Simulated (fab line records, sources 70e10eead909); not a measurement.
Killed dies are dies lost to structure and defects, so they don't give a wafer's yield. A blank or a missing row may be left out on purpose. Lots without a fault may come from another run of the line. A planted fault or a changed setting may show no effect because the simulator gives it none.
Chamber matching | flow nand_harc | NHARC_A_CHANNEL_HOLE_D1_DEP_01 on pecvd-02: 3 sister chambers
The step deposits SiON, target thk 140 nm. 3 wafers are shown with their chamber, then 6 later ones without.

WAFERS WITH THEIR CHAMBER
wafer  | chamber | heater_power_w (W)
L763.5 | 2       | 856
L766.2 | 1       | 655
L766.3 | 0       | 598

WAFERS WITHOUT THEIR CHAMBER
wafer  | heater_power_w (W)
L766.4 | 677
L774.3 | 725
L774.4 | 669
L777.3 | 774
L777.5 | 711
L777.6 | 704

WHICH CHAMBER EACH WENT THROUGH
wafer  | from the rows above          | in truth
L766.4 | can't be placed: 1 or 0      | 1
L774.3 | can't be placed: 1 or 0 or 2 | 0
L774.4 | can't be placed: 1 or 0      | 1
L777.3 | can't be placed: 2 or 1 or 0 | 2
L777.5 | can't be placed: 1 or 0 or 2 | 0
L777.6 | can't be placed: 1 or 0 or 2 | 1
Placed correctly: 0 of 6. Can't be placed from these rows: 6 (the true chamber is among the candidates in 6). Placed wrongly: 0.
How it was worked out, from the rows above alone: a wafer's distance from a chamber is the root of the sum, over the readings, of the square of ((its reading less the chamber's mean) divided by the reading's scatter). The wafer belongs to the nearest chamber; if the next one is less than 2 further off, it can't be placed. A chamber's mean is the mean of its shown wafers. The scatter: with one shown wafer a chamber, the root of the mean of the squares of how far each hidden wafer lies from its nearest shown one.
